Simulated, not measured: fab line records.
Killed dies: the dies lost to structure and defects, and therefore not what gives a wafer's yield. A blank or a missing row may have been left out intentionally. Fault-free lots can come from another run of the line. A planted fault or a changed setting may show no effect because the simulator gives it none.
Problem report, 8D (eight disciplines) form, completed by code    flow nand_harc    the parts of the form that need people (team, actions taken, sign-off) are left out

1. WHAT WENT WRONG
Mean of killed_at_array at NHARC_END_SORT_01: 463 across 3 wafers in 2 lots; on wafers with no fault it is 27 (standard deviation 11). That puts it +40 standard deviations away from the usual mean.
Earliest sighting: wafer L645.1 on prober-02 at day 21 09:13. At this step, 3 wafers from 2 lots have a number in the record. Rule for "out" (also "out of limits"): further than 4 standard deviations from the usual mean. The rest of the wafers with a number are treated as sound.

2. WHAT THIS IS AND IS NOT
question                     is                            is not
which readings at this step  killed_at_array, killed_dies  killed_at_other, killed_at_periphery, killed_open, killed_short
which lots                   L645, L649                    -
which wafers of those lots   all that have a number        -
read on which gauges         prober-02                     -
when                         from day 21 09:13             up to then (0 sound wafers)

3. SUSPECTS, AND WHAT RULES EACH OUT
Counting: any tool at a process step up to the reading is kept as a suspect provided that every lot that is out went through it and no sound lot did after the first of them.
- the gauge at NHARC_END_SORT_01: ruled out. All the wafers that are out were read on prober-02, but those of them that NHARC_A_CHANNEL_HOLE_D1_ETCH_39 has rows for are out there too, on other tools.
- rie_diel-10 at NHARC_A_CHANNEL_HOLE_D1_DESCUM_15 (chemistry O2, time 3 s): kept. It ran every lot that is out, first L645 (day 10 11:30), and no sound lot after that.
- rie_diel-10 at NHARC_A_CHANNEL_HOLE_D1_ETCH_38 (etches the open film in CF4, target depth 39 nm, time 65 s): kept. It ran every lot that is out, first L645 (day 10 11:35), and no sound lot after that.
- rie_diel-10 at NHARC_A_CHANNEL_HOLE_D1_ETCH_39 (etches the open film in N2/H2, target depth 260 nm, time 325 s): kept. It ran every lot that is out, first L645 (day 10 11:40), and no sound lot after that. On those wafers its own readings are out: oes_product_au.
- rie_diel-10 at NHARC_A_CHANNEL_HOLE_D1_ETCH_34 (etches the open film in CF4/CHF3, target depth 154 nm, time 77 s): kept. It ran every lot that is out, first L645 (day 21 09:13), and no sound lot after that. Because NHARC_A_CHANNEL_HOLE_D1_ETCH_34 lacks a start for some lots, the hours and order of its lots are taken from NHARC_END_SORT_01.
Left after counting: rie_diel-10 at NHARC_A_CHANNEL_HOLE_D1_DESCUM_15, rie_diel-10 at NHARC_A_CHANNEL_HOLE_D1_ETCH_38, rie_diel-10 at NHARC_A_CHANNEL_HOLE_D1_ETCH_39, rie_diel-10 at NHARC_A_CHANNEL_HOLE_D1_ETCH_34.

4. THE CAUSE (what the simulator had put in)
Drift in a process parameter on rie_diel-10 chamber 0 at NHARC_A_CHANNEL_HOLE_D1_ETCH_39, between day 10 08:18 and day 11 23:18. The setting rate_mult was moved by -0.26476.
Counting left 4 suspects, and this tool is among them.

5. THE EFFECT CHAIN, in route order
Rows list readings where the struck wafers' mean (over those with a number) sits beyond 3 standard deviations from the usual. Readings are gone through only where the record gives a usual standard deviation; hours: the median, over the lots, of the time from a lot's start at the first step in this table giving one to that lot's start at this step; sigmas: the change measured in usual standard deviations.
hours  step                             reading          usual       on struck wafers  change  sigmas
0      NHARC_A_CHANNEL_HOLE_D1_ETCH_39  oes_product_au   1.003 a.u.  0.834             -0.169  -19
262    NHARC_END_SORT_01                killed_at_array  27          463               +436    +40
262    NHARC_END_SORT_01                killed_dies      31          465               +434    +36
The process steps in it:
- NHARC_A_CHANNEL_HOLE_D1_ETCH_39: etches the open film in N2/H2, target depth 260 nm, time 325 s.

6. HOW IT WOULD HAVE BEEN CAUGHT EARLIER
In this record the first reading out of limits at a measuring or inspecting step was taken at day 21 09:13, 265 hours after the fault began at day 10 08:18.
At NHARC_A_CHANNEL_HOLE_D1_ETCH_39, the tool's own readings (oes_product_au) were out on each struck wafer the step has a row for, so an alarm limit on them would have fired on the first such wafer.
By day 21 09:13 the whole set of lots that are out, 2 in number, had already begun NHARC_A_CHANNEL_HOLE_D1_ETCH_39 on rie_diel-10. Tool hold at that time: it would have spared none of them.
